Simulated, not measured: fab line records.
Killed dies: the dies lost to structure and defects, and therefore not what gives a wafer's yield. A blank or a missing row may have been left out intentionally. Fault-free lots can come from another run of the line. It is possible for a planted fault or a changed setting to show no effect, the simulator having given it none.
Which tool did it? / flow n5_finfet / 69 wafers from 23 lots sampled at 4 of the route's 1938 steps

== WHAT THE GAUGES SHOWED, per wafer ==
N5_ILD0_THK_MEAS_08. Usual: thk_nm 138.6 nm, standard deviation 1.
lot=L074; measured=day 3 16:07; on=film_metro-02; thk_nm (nm)=139.9 137.6 136.6; flag=
lot=L075; measured=day 4 03:16; on=film_metro-01; thk_nm (nm)=137.5 138.0 138.8; flag=
lot=L076; measured=day 4 09:39; on=film_metro-02; thk_nm (nm)=138.0 138.8 138.2; flag=
lot=L078; measured=day 4 14:17; on=film_metro-02; thk_nm (nm)=138.2 138.2 138.3; flag=
lot=L077; measured=day 4 17:48; on=film_metro-01; thk_nm (nm)=138.2 137.2 138.7; flag=
lot=L080; measured=day 5 03:22; on=film_metro-01; thk_nm (nm)=137.4 136.8 137.6; flag=
lot=L081; measured=day 5 11:43; on=film_metro-01; thk_nm (nm)=137.3 137.8 139.8; flag=
lot=L082; measured=day 5 21:42; on=film_metro-02; thk_nm (nm)=137.2 136.7 137.9; flag=
lot=L083; measured=day 6 02:14; on=film_metro-02; thk_nm (nm)=138.1 139.1 139.3; flag=
lot=L084; measured=day 6 14:22; on=film_metro-01; thk_nm (nm)=137.3 137.3 138.2; flag=
lot=L085; measured=day 6 19:34; on=film_metro-02; thk_nm (nm)=138.5 138.0 139.0; flag=
lot=L086; measured=day 6 22:55; on=film_metro-02; thk_nm (nm)=140.2 139.4 138.3; flag=
lot=L087; measured=day 7 02:00; on=film_metro-02; thk_nm (nm)=138.9 140.3 139.5; flag=
lot=L088; measured=day 7 08:11; on=film_metro-02; thk_nm (nm)=140.0 139.4 138.7; flag=
lot=L089; measured=day 7 13:18; on=film_metro-01; thk_nm (nm)=139.8 139.7 138.7; flag=
lot=L090; measured=day 7 16:38; on=film_metro-01; thk_nm (nm)=139.1 137.5 137.6; flag=
lot=L092; measured=day 8 00:44; on=film_metro-01; thk_nm (nm)=139.1 140.9 141.6; flag=
lot=L091; measured=day 8 04:23; on=film_metro-02; thk_nm (nm)=139.2 138.3 139.9; flag=
lot=L093; measured=day 8 12:42; on=film_metro-02; thk_nm (nm)=138.8 139.5 139.9; flag=
lot=L094; measured=day 8 18:17; on=film_metro-02; thk_nm (nm)=137.3 138.7 138.1; flag=
lot=L095; measured=day 8 20:06; on=film_metro-02; thk_nm (nm)=139.7 139.8 139.2; flag=
lot=L096; measured=day 9 06:24; on=film_metro-01; thk_nm (nm)=138.9 140.4 139.7; flag=
lot=L097; measured=day 9 11:45; on=film_metro-01; thk_nm (nm)=138.8 136.7 139.3; flag=

== EACH LOT AND THE TOOL THAT RAN IT (in order: tool; ch and the chambers of the sampled wafers; start) ==
lot=L074; N5_SD_EPI_N_ETCH_16=rie_diel-01 ch 1,2, day 3 03:17; N5_SD_EPI_N_VAPOR_ETCH_50=epi_rpcvd-04 ch 0, day 3 04:11; N5_SD_EPI_P_DESCUM_14=rie_diel-05 ch 1,2,3, day 3 07:36
lot=L075; N5_SD_EPI_N_ETCH_16=rie_diel-06 ch 0,1, day 3 14:23; N5_SD_EPI_N_VAPOR_ETCH_50=epi_rpcvd-04 ch 0, day 3 15:23; N5_SD_EPI_P_DESCUM_14=rie_diel-02 ch 0,1,2, day 3 18:53
lot=L076; N5_SD_EPI_N_ETCH_16=rie_diel-03 ch 0,2, day 3 20:35; N5_SD_EPI_N_VAPOR_ETCH_50=epi_rpcvd-03 ch 0, day 3 21:35; N5_SD_EPI_P_DESCUM_14=rie_diel-04 ch 0,3, day 4 01:21
lot=L078; N5_SD_EPI_N_ETCH_16=rie_diel-06 ch 0,3, day 4 01:32; N5_SD_EPI_N_VAPOR_ETCH_50=epi_rpcvd-04 ch 0, day 4 02:32; N5_SD_EPI_P_DESCUM_14=rie_diel-02 ch 0,2, day 4 06:43
lot=L077; N5_SD_EPI_N_ETCH_16=rie_diel-06 ch 0,1,3, day 4 02:23; N5_SD_EPI_N_VAPOR_ETCH_50=epi_rpcvd-03 ch 0, day 4 03:37; N5_SD_EPI_P_DESCUM_14=rie_diel-02 ch 1,2,3, day 4 08:19
lot=L080; N5_SD_EPI_N_ETCH_16=rie_diel-03 ch 0,3, day 4 14:58; N5_SD_EPI_N_VAPOR_ETCH_50=epi_rpcvd-04 ch 0, day 4 15:51; N5_SD_EPI_P_DESCUM_14=rie_diel-04 ch 0,2,3, day 4 18:47
lot=L081; N5_SD_EPI_N_ETCH_16=rie_diel-06 ch 0,2,3, day 4 23:37; N5_SD_EPI_N_VAPOR_ETCH_50=epi_rpcvd-02 ch 0, day 5 00:40; N5_SD_EPI_P_DESCUM_14=rie_diel-02 ch 0,2,3, day 5 04:13
lot=L082; N5_SD_EPI_N_ETCH_16=rie_diel-06 ch 2,3, day 5 10:06; N5_SD_EPI_N_VAPOR_ETCH_50=epi_rpcvd-04 ch 0, day 5 11:02; N5_SD_EPI_P_DESCUM_14=rie_diel-05 ch 1,2,3, day 5 13:57
lot=L083; N5_SD_EPI_N_ETCH_16=rie_diel-01 ch 0,1,2, day 5 12:37; N5_SD_EPI_N_VAPOR_ETCH_50=epi_rpcvd-04 ch 0, day 5 13:37; N5_SD_EPI_P_DESCUM_14=rie_diel-02 ch 1,2,3, day 5 17:04
lot=L084; N5_SD_EPI_N_ETCH_16=rie_diel-03 ch 0,2,3, day 6 00:25; N5_SD_EPI_N_VAPOR_ETCH_50=epi_rpcvd-03 ch 0, day 6 01:26; N5_SD_EPI_P_DESCUM_14=rie_diel-02 ch 0,3, day 6 04:53
lot=L085; N5_SD_EPI_N_ETCH_16=rie_diel-06 ch 1,2,3, day 6 04:24; N5_SD_EPI_N_VAPOR_ETCH_50=epi_rpcvd-02 ch 0, day 6 05:34; N5_SD_EPI_P_DESCUM_14=rie_diel-05 ch 1,2,3, day 6 09:56
lot=L086; N5_SD_EPI_N_ETCH_16=rie_diel-06 ch 1,2,3, day 6 07:52; N5_SD_EPI_N_VAPOR_ETCH_50=epi_rpcvd-03 ch 0, day 6 08:50; N5_SD_EPI_P_DESCUM_14=rie_diel-05 ch 1,2, day 6 11:41
lot=L087; N5_SD_EPI_N_ETCH_16=rie_diel-06 ch 1,2, day 6 12:53; N5_SD_EPI_N_VAPOR_ETCH_50=epi_rpcvd-03 ch 0, day 6 13:54; N5_SD_EPI_P_DESCUM_14=rie_diel-04 ch 1,2, day 6 16:54
lot=L088; N5_SD_EPI_N_ETCH_16=rie_diel-01 ch 0,1,3, day 6 15:47; N5_SD_EPI_N_VAPOR_ETCH_50=epi_rpcvd-02 ch 0, day 6 16:59; N5_SD_EPI_P_DESCUM_14=rie_diel-05 ch 2,3, day 6 22:43
lot=L089; N5_SD_EPI_N_ETCH_16=rie_diel-01 ch 0,2,3, day 7 00:49; N5_SD_EPI_N_VAPOR_ETCH_50=epi_rpcvd-03 ch 0, day 7 01:46; N5_SD_EPI_P_DESCUM_14=rie_diel-04 ch 0,1,3, day 7 04:39
lot=L090; N5_SD_EPI_N_ETCH_16=rie_diel-01 ch 1,3, day 7 01:35; N5_SD_EPI_N_VAPOR_ETCH_50=epi_rpcvd-04 ch 0, day 7 02:46; N5_SD_EPI_P_DESCUM_14=rie_diel-04 ch 1,2, day 7 07:09
lot=L092; N5_SD_EPI_N_ETCH_16=rie_diel-06 ch 0,2,3, day 7 12:05; N5_SD_EPI_N_VAPOR_ETCH_50=epi_rpcvd-03 ch 0, day 7 13:01; N5_SD_EPI_P_DESCUM_14=rie_diel-02 ch 0,1, day 7 16:12
lot=L091; N5_SD_EPI_N_ETCH_16=rie_diel-01 ch 0,1,3, day 7 12:22; N5_SD_EPI_N_VAPOR_ETCH_50=epi_rpcvd-04 ch 0, day 7 13:32; N5_SD_EPI_P_DESCUM_14=rie_diel-05 ch 1,2,3, day 7 18:31
lot=L093; N5_SD_EPI_N_ETCH_16=rie_diel-06 ch 1,2,3, day 7 21:40; N5_SD_EPI_N_VAPOR_ETCH_50=epi_rpcvd-02 ch 0, day 7 22:49; N5_SD_EPI_P_DESCUM_14=rie_diel-05 ch 1,2,3, day 8 03:06
lot=L094; N5_SD_EPI_N_ETCH_16=rie_diel-06 ch 0,2,3, day 8 03:46; N5_SD_EPI_N_VAPOR_ETCH_50=epi_rpcvd-03 ch 0, day 8 04:48; N5_SD_EPI_P_DESCUM_14=rie_diel-05 ch 2,3, day 8 08:13
lot=L095; N5_SD_EPI_N_ETCH_16=rie_diel-01 ch 0,1,2, day 8 08:20; N5_SD_EPI_N_VAPOR_ETCH_50=epi_rpcvd-03 ch 0, day 8 09:12; N5_SD_EPI_P_DESCUM_14=rie_diel-04 ch 0,2,3, day 8 12:32
lot=L096; N5_SD_EPI_N_ETCH_16=rie_diel-01 ch 0,1,2, day 8 15:24; N5_SD_EPI_N_VAPOR_ETCH_50=epi_rpcvd-02 ch 0, day 8 16:31; N5_SD_EPI_P_DESCUM_14=rie_diel-04 ch 0,2,3, day 8 21:27
lot=L097; N5_SD_EPI_N_ETCH_16=rie_diel-06 ch 1,2, day 8 22:17; N5_SD_EPI_N_VAPOR_ETCH_50=epi_rpcvd-03 ch 0, day 8 23:13; N5_SD_EPI_P_DESCUM_14=rie_diel-02 ch 0,2, day 9 03:26
- N5_SD_EPI_N_ETCH_16: etches SiO2 in CHF3/O2, target depth 5 nm.
- N5_SD_EPI_N_VAPOR_ETCH_50: etches Si in HCl, time 54 s.
- N5_SD_EPI_P_DESCUM_14: chemistry O2, time 7.9 s.

== WHAT THE TOOLS THEMSELVES READ (means of the sampled wafers that have a number; where no wafer has one, the mark that the record gives instead) ==
N5_SD_EPI_N_ETCH_16. Usual: O2_flow_sccm 4.996 sccm, standard deviation 0.015; drypump_motor_current_A 5.9 A, standard deviation 0.45; mfc_ar_sccm 200.1 sccm, standard deviation 0.62; oes_product_au 0.78 a.u., standard deviation 0.07; rf_fwd_power_W 643.6 W, standard deviation 2.8; rf_vpp_V 521 V, standard deviation 14; showerhead_plenum_p_Torr 2.44 Torr, standard deviation 0.067; throttle_valve_pct 18.97 %, standard deviation 0.22.
lot=L074; tool=rie_diel-01; O2_flow_sccm (sccm)=4.999; drypump_motor_current_A (A)=6.0; mfc_ar_sccm (sccm)=199.9; oes_product_au (a.u.)=0.72; rf_fwd_power_W (W)=640.9; rf_vpp_V (V)=525; showerhead_plenum_p_Torr (Torr)=2.39; throttle_valve_pct (%)=19.05; flag=
lot=L075; tool=rie_diel-06; O2_flow_sccm (sccm)=4.990; drypump_motor_current_A (A)=6.2; mfc_ar_sccm (sccm)=200.5; oes_product_au (a.u.)=0.76; rf_fwd_power_W (W)=642.9; rf_vpp_V (V)=524; showerhead_plenum_p_Torr (Torr)=2.51; throttle_valve_pct (%)=19.11; flag=
lot=L076; tool=rie_diel-03; O2_flow_sccm (sccm)=5.009; drypump_motor_current_A (A)=5.6; mfc_ar_sccm (sccm)=199.5; oes_product_au (a.u.)=0.75; rf_fwd_power_W (W)=644.3; rf_vpp_V (V)=518; showerhead_plenum_p_Torr (Torr)=2.41; throttle_valve_pct (%)=18.80; flag=
lot=L078; tool=rie_diel-06; O2_flow_sccm (sccm)=4.992; drypump_motor_current_A (A)=5.4; mfc_ar_sccm (sccm)=199.0; oes_product_au (a.u.)=0.89; rf_fwd_power_W (W)=643.9; rf_vpp_V (V)=517; showerhead_plenum_p_Torr (Torr)=2.51; throttle_valve_pct (%)=18.93; flag=
lot=L077; tool=rie_diel-06; O2_flow_sccm (sccm)=5.006; drypump_motor_current_A (A)=5.8; mfc_ar_sccm (sccm)=200.0; oes_product_au (a.u.)=0.82; rf_fwd_power_W (W)=642.9; rf_vpp_V (V)=520; showerhead_plenum_p_Torr (Torr)=2.51; throttle_valve_pct (%)=19.01; flag=
lot=L080; tool=rie_diel-03; O2_flow_sccm (sccm)=4.995; drypump_motor_current_A (A)=6.2; mfc_ar_sccm (sccm)=200.8; oes_product_au (a.u.)=0.79; rf_fwd_power_W (W)=642.8; rf_vpp_V (V)=501; showerhead_plenum_p_Torr (Torr)=2.40; throttle_valve_pct (%)=18.97; flag=
lot=L081; tool=rie_diel-06; O2_flow_sccm (sccm)=4.990; drypump_motor_current_A (A)=5.5; mfc_ar_sccm (sccm)=200.1; oes_product_au (a.u.)=0.83; rf_fwd_power_W (W)=642.3; rf_vpp_V (V)=511; showerhead_plenum_p_Torr (Torr)=2.47; throttle_valve_pct (%)=18.86; flag=
lot=L082; tool=rie_diel-06; O2_flow_sccm (sccm)=5.022; drypump_motor_current_A (A)=5.4; mfc_ar_sccm (sccm)=200.9; oes_product_au (a.u.)=0.80; rf_fwd_power_W (W)=645.0; rf_vpp_V (V)=514; showerhead_plenum_p_Torr (Torr)=2.42; throttle_valve_pct (%)=18.81; flag=
lot=L083; tool=rie_diel-01; O2_flow_sccm (sccm)=4.996; drypump_motor_current_A (A)=6.2; mfc_ar_sccm (sccm)=199.7; oes_product_au (a.u.)=0.82; rf_fwd_power_W (W)=642.1; rf_vpp_V (V)=526; showerhead_plenum_p_Torr (Torr)=2.44; throttle_valve_pct (%)=18.92; flag=
lot=L084; tool=rie_diel-03; O2_flow_sccm (sccm)=4.998; drypump_motor_current_A (A)=5.9; mfc_ar_sccm (sccm)=200.1; oes_product_au (a.u.)=0.77; rf_fwd_power_W (W)=643.7; rf_vpp_V (V)=515; showerhead_plenum_p_Torr (Torr)=2.39; throttle_valve_pct (%)=18.77; flag=
lot=L085; tool=rie_diel-06; O2_flow_sccm (sccm)=4.998; drypump_motor_current_A (A)=5.7; mfc_ar_sccm (sccm)=199.8; oes_product_au (a.u.)=0.77; rf_fwd_power_W (W)=640.8; rf_vpp_V (V)=522; showerhead_plenum_p_Torr (Torr)=2.46; throttle_valve_pct (%)=18.99; flag=
lot=L086; tool=rie_diel-06; O2_flow_sccm (sccm)=5.002; drypump_motor_current_A (A)=5.7; mfc_ar_sccm (sccm)=200.0; oes_product_au (a.u.)=0.77; rf_fwd_power_W (W)=641.5; rf_vpp_V (V)=523; showerhead_plenum_p_Torr (Torr)=2.46; throttle_valve_pct (%)=18.98; flag=
lot=L087; tool=rie_diel-06; O2_flow_sccm (sccm)=4.991; drypump_motor_current_A (A)=6.1; mfc_ar_sccm (sccm)=200.2; oes_product_au (a.u.)=0.72; rf_fwd_power_W (W)=643.8; rf_vpp_V (V)=527; showerhead_plenum_p_Torr (Torr)=2.46; throttle_valve_pct (%)=19.07; flag=
lot=L088; tool=rie_diel-01; O2_flow_sccm (sccm)=4.998; drypump_motor_current_A (A)=6.2; mfc_ar_sccm (sccm)=200.1; oes_product_au (a.u.)=0.75; rf_fwd_power_W (W)=643.2; rf_vpp_V (V)=531; showerhead_plenum_p_Torr (Torr)=2.40; throttle_valve_pct (%)=19.04; flag=
lot=L089; tool=rie_diel-01; O2_flow_sccm (sccm)=4.992; drypump_motor_current_A (A)=6.2; mfc_ar_sccm (sccm)=199.9; oes_product_au (a.u.)=0.82; rf_fwd_power_W (W)=643.2; rf_vpp_V (V)=531; showerhead_plenum_p_Torr (Torr)=2.45; throttle_valve_pct (%)=19.06; flag=
lot=L090; tool=rie_diel-01; O2_flow_sccm (sccm)=4.997; drypump_motor_current_A (A)=6.0; mfc_ar_sccm (sccm)=199.5; oes_product_au (a.u.)=0.72; rf_fwd_power_W (W)=643.7; rf_vpp_V (V)=529; showerhead_plenum_p_Torr (Torr)=2.34; throttle_valve_pct (%)=19.05; flag=
lot=L092; tool=rie_diel-06; O2_flow_sccm (sccm)=4.987; drypump_motor_current_A (A)=5.5; mfc_ar_sccm (sccm)=200.0; oes_product_au (a.u.)=0.79; rf_fwd_power_W (W)=646.6; rf_vpp_V (V)=511; showerhead_plenum_p_Torr (Torr)=2.47; throttle_valve_pct (%)=18.89; flag=
lot=L091; tool=rie_diel-01; O2_flow_sccm (sccm)=4.998; drypump_motor_current_A (A)=6.1; mfc_ar_sccm (sccm)=200.3; oes_product_au (a.u.)=0.74; rf_fwd_power_W (W)=644.9; rf_vpp_V (V)=531; showerhead_plenum_p_Torr (Torr)=2.40; throttle_valve_pct (%)=19.05; flag=
lot=L093; tool=rie_diel-06; O2_flow_sccm (sccm)=4.984; drypump_motor_current_A (A)=5.7; mfc_ar_sccm (sccm)=200.6; oes_product_au (a.u.)=0.76; rf_fwd_power_W (W)=644.1; rf_vpp_V (V)=522; showerhead_plenum_p_Torr (Torr)=2.45; throttle_valve_pct (%)=19.00; flag=
lot=L094; tool=rie_diel-06; O2_flow_sccm (sccm)=5.002; drypump_motor_current_A (A)=5.5; mfc_ar_sccm (sccm)=200.2; oes_product_au (a.u.)=0.79; rf_fwd_power_W (W)=645.7; rf_vpp_V (V)=510; showerhead_plenum_p_Torr (Torr)=2.46; throttle_valve_pct (%)=18.90; flag=
lot=L095; tool=rie_diel-01; O2_flow_sccm (sccm)=4.982; drypump_motor_current_A (A)=6.3; mfc_ar_sccm (sccm)=199.3; oes_product_au (a.u.)=0.79; rf_fwd_power_W (W)=642.9; rf_vpp_V (V)=528; showerhead_plenum_p_Torr (Torr)=2.43; throttle_valve_pct (%)=18.98; flag=
lot=L096; tool=rie_diel-01; O2_flow_sccm (sccm)=4.996; drypump_motor_current_A (A)=6.2; mfc_ar_sccm (sccm)=199.3; oes_product_au (a.u.)=0.80; rf_fwd_power_W (W)=644.8; rf_vpp_V (V)=526; showerhead_plenum_p_Torr (Torr)=2.43; throttle_valve_pct (%)=18.97; flag=
lot=L097; tool=rie_diel-06; O2_flow_sccm (sccm)=4.998; drypump_motor_current_A (A)=6.1; mfc_ar_sccm (sccm)=200.5; oes_product_au (a.u.)=0.70; rf_fwd_power_W (W)=644.1; rf_vpp_V (V)=527; showerhead_plenum_p_Torr (Torr)=2.45; throttle_valve_pct (%)=19.10; flag=

N5_SD_EPI_N_VAPOR_ETCH_50. Usual: throttle_valve_pct 11.6 %, standard deviation 0.42.
lot=L074; tool=epi_rpcvd-04; throttle_valve_pct (%)=12.1; flag=
lot=L075; tool=epi_rpcvd-04; throttle_valve_pct (%)=12.2; flag=
lot=L076; tool=epi_rpcvd-03; throttle_valve_pct (%)=11.6; flag=
lot=L078; tool=epi_rpcvd-04; throttle_valve_pct (%)=12.2; flag=
lot=L077; tool=epi_rpcvd-03; throttle_valve_pct (%)=11.5; flag=
lot=L080; tool=epi_rpcvd-04; throttle_valve_pct (%)=12.2; flag=
lot=L081; tool=epi_rpcvd-02; throttle_valve_pct (%)=11.0; flag=
lot=L082; tool=epi_rpcvd-04; throttle_valve_pct (%)=12.2; flag=
lot=L083; tool=epi_rpcvd-04; throttle_valve_pct (%)=12.2; flag=
lot=L084; tool=epi_rpcvd-03; throttle_valve_pct (%)=11.6; flag=
lot=L085; tool=epi_rpcvd-02; throttle_valve_pct (%)=11.1; flag=
lot=L086; tool=epi_rpcvd-03; throttle_valve_pct (%)=11.7; flag=
lot=L087; tool=epi_rpcvd-03; throttle_valve_pct (%)=11.5; flag=
lot=L088; tool=epi_rpcvd-02; throttle_valve_pct (%)=11.2; flag=
lot=L089; tool=epi_rpcvd-03; throttle_valve_pct (%)=11.4; flag=
lot=L090; tool=epi_rpcvd-04; throttle_valve_pct (%)=12.1; flag=
lot=L092; tool=epi_rpcvd-03; throttle_valve_pct (%)=11.6; flag=
lot=L091; tool=epi_rpcvd-04; throttle_valve_pct (%)=12.1; flag=
lot=L093; tool=epi_rpcvd-02; throttle_valve_pct (%)=11.1; flag=
lot=L094; tool=epi_rpcvd-03; throttle_valve_pct (%)=11.5; flag=
lot=L095; tool=epi_rpcvd-03; throttle_valve_pct (%)=11.4; flag=
lot=L096; tool=epi_rpcvd-02; throttle_valve_pct (%)=11.2; flag=
lot=L097; tool=epi_rpcvd-03; throttle_valve_pct (%)=11.6; flag=

N5_SD_EPI_P_DESCUM_14. Usual: drypump_motor_current_A 5.6 A, standard deviation 0.42; oes_product_au 0.79 a.u., standard deviation 0.1; rf_fwd_power_W 49.3 W, standard deviation 0.31; rf_vpp_V 243.3 V, standard deviation 1.4; showerhead_plenum_p_Torr 2.11 Torr, standard deviation 0.073; throttle_valve_pct 20.5 %, standard deviation 0.36.
lot=L074; tool=rie_diel-05; drypump_motor_current_A (A)=5.5; oes_product_au (a.u.)=0.72; rf_fwd_power_W (W)=49.3; rf_vpp_V (V)=243.9; showerhead_plenum_p_Torr (Torr)=2.07; throttle_valve_pct (%)=20.5; flag=
lot=L075; tool=rie_diel-02; drypump_motor_current_A (A)=5.9; oes_product_au (a.u.)=0.75; rf_fwd_power_W (W)=49.1; rf_vpp_V (V)=244.0; showerhead_plenum_p_Torr (Torr)=2.12; throttle_valve_pct (%)=20.7; flag=
lot=L076; tool=rie_diel-04; drypump_motor_current_A (A)=5.1; oes_product_au (a.u.)=0.66; rf_fwd_power_W (W)=49.3; rf_vpp_V (V)=242.6; showerhead_plenum_p_Torr (Torr)=2.07; throttle_valve_pct (%)=20.2; flag=
lot=L078; tool=rie_diel-02; drypump_motor_current_A (A)=5.7; oes_product_au (a.u.)=0.74; rf_fwd_power_W (W)=49.0; rf_vpp_V (V)=242.6; showerhead_plenum_p_Torr (Torr)=2.10; throttle_valve_pct (%)=20.9; flag=
lot=L077; tool=rie_diel-02; drypump_motor_current_A (A)=5.6; oes_product_au (a.u.)=0.82; rf_fwd_power_W (W)=49.2; rf_vpp_V (V)=244.6; showerhead_plenum_p_Torr (Torr)=2.17; throttle_valve_pct (%)=20.6; flag=
lot=L080; tool=rie_diel-04; drypump_motor_current_A (A)=5.1; oes_product_au (a.u.)=0.83; rf_fwd_power_W (W)=49.4; rf_vpp_V (V)=242.8; showerhead_plenum_p_Torr (Torr)=2.09; throttle_valve_pct (%)=20.2; flag=
lot=L081; tool=rie_diel-02; drypump_motor_current_A (A)=5.7; oes_product_au (a.u.)=0.79; rf_fwd_power_W (W)=49.4; rf_vpp_V (V)=244.3; showerhead_plenum_p_Torr (Torr)=2.14; throttle_valve_pct (%)=20.6; flag=
lot=L082; tool=rie_diel-05; drypump_motor_current_A (A)=5.5; oes_product_au (a.u.)=0.70; rf_fwd_power_W (W)=49.6; rf_vpp_V (V)=243.0; showerhead_plenum_p_Torr (Torr)=2.06; throttle_valve_pct (%)=20.5; flag=
lot=L083; tool=rie_diel-02; drypump_motor_current_A (A)=5.7; oes_product_au (a.u.)=0.79; rf_fwd_power_W (W)=49.3; rf_vpp_V (V)=244.0; showerhead_plenum_p_Torr (Torr)=2.17; throttle_valve_pct (%)=20.6; flag=
lot=L084; tool=rie_diel-02; drypump_motor_current_A (A)=5.8; oes_product_au (a.u.)=0.81; rf_fwd_power_W (W)=49.2; rf_vpp_V (V)=243.9; showerhead_plenum_p_Torr (Torr)=2.14; throttle_valve_pct (%)=20.5; flag=
lot=L085; tool=rie_diel-05; drypump_motor_current_A (A)=5.5; oes_product_au (a.u.)=0.80; rf_fwd_power_W (W)=49.4; rf_vpp_V (V)=242.8; showerhead_plenum_p_Torr (Torr)=2.06; throttle_valve_pct (%)=20.4; flag=
lot=L086; tool=rie_diel-05; drypump_motor_current_A (A)=5.7; oes_product_au (a.u.)=0.89; rf_fwd_power_W (W)=49.5; rf_vpp_V (V)=242.3; showerhead_plenum_p_Torr (Torr)=2.04; throttle_valve_pct (%)=20.1; flag=
lot=L087; tool=rie_diel-04; drypump_motor_current_A (A)=5.3; oes_product_au (a.u.)=0.78; rf_fwd_power_W (W)=49.4; rf_vpp_V (V)=242.4; showerhead_plenum_p_Torr (Torr)=2.10; throttle_valve_pct (%)=20.5; flag=
lot=L088; tool=rie_diel-05; drypump_motor_current_A (A)=5.6; oes_product_au (a.u.)=0.86; rf_fwd_power_W (W)=49.5; rf_vpp_V (V)=242.3; showerhead_plenum_p_Torr (Torr)=2.05; throttle_valve_pct (%)=20.3; flag=
lot=L089; tool=rie_diel-04; drypump_motor_current_A (A)=5.5; oes_product_au (a.u.)=0.86; rf_fwd_power_W (W)=49.2; rf_vpp_V (V)=243.2; showerhead_plenum_p_Torr (Torr)=2.12; throttle_valve_pct (%)=20.2; flag=
lot=L090; tool=rie_diel-04; drypump_motor_current_A (A)=5.3; oes_product_au (a.u.)=0.77; rf_fwd_power_W (W)=49.3; rf_vpp_V (V)=241.6; showerhead_plenum_p_Torr (Torr)=2.10; throttle_valve_pct (%)=20.6; flag=
lot=L092; tool=rie_diel-02; drypump_motor_current_A (A)=6.0; oes_product_au (a.u.)=0.73; rf_fwd_power_W (W)=49.0; rf_vpp_V (V)=243.3; showerhead_plenum_p_Torr (Torr)=2.11; throttle_valve_pct (%)=20.6; flag=
lot=L091; tool=rie_diel-05; drypump_motor_current_A (A)=5.5; oes_product_au (a.u.)=0.78; rf_fwd_power_W (W)=49.4; rf_vpp_V (V)=242.8; showerhead_plenum_p_Torr (Torr)=2.05; throttle_valve_pct (%)=20.4; flag=
lot=L093; tool=rie_diel-05; drypump_motor_current_A (A)=5.5; oes_product_au (a.u.)=0.78; rf_fwd_power_W (W)=49.4; rf_vpp_V (V)=242.8; showerhead_plenum_p_Torr (Torr)=2.05; throttle_valve_pct (%)=20.4; flag=
lot=L094; tool=rie_diel-05; drypump_motor_current_A (A)=5.4; oes_product_au (a.u.)=0.77; rf_fwd_power_W (W)=49.4; rf_vpp_V (V)=242.3; showerhead_plenum_p_Torr (Torr)=2.06; throttle_valve_pct (%)=20.6; flag=
lot=L095; tool=rie_diel-04; drypump_motor_current_A (A)=5.1; oes_product_au (a.u.)=0.88; rf_fwd_power_W (W)=49.4; rf_vpp_V (V)=244.6; showerhead_plenum_p_Torr (Torr)=2.17; throttle_valve_pct (%)=20.1; flag=
lot=L096; tool=rie_diel-04; drypump_motor_current_A (A)=5.1; oes_product_au (a.u.)=0.87; rf_fwd_power_W (W)=49.4; rf_vpp_V (V)=244.4; showerhead_plenum_p_Torr (Torr)=2.17; throttle_valve_pct (%)=20.1; flag=
lot=L097; tool=rie_diel-02; drypump_motor_current_A (A)=5.8; oes_product_au (a.u.)=0.70; rf_fwd_power_W (W)=49.3; rf_vpp_V (V)=242.1; showerhead_plenum_p_Torr (Torr)=2.09; throttle_valve_pct (%)=20.9; flag=

== THE ANSWER, worked out from the rows above alone ==
Rule: a lot counts as off when the mean over its wafers that have a number is more than 3 standard deviations away from the usual mean. Also off: a lot with no number at a reading for which 4 or more lots have one. The other lots that the step has rows for count as sound. After the gauges, taken in route order, come the tools' own readings; for these a lot's mean is taken, as printed above. At the first step where some lot is off, the reading lying furthest off is the one used; lots without a number count as furthest.
Across all readings shown, no lot is off: no conclusion can be drawn from this.

== WHAT WAS PUT IN BY THE SIMULATOR ==
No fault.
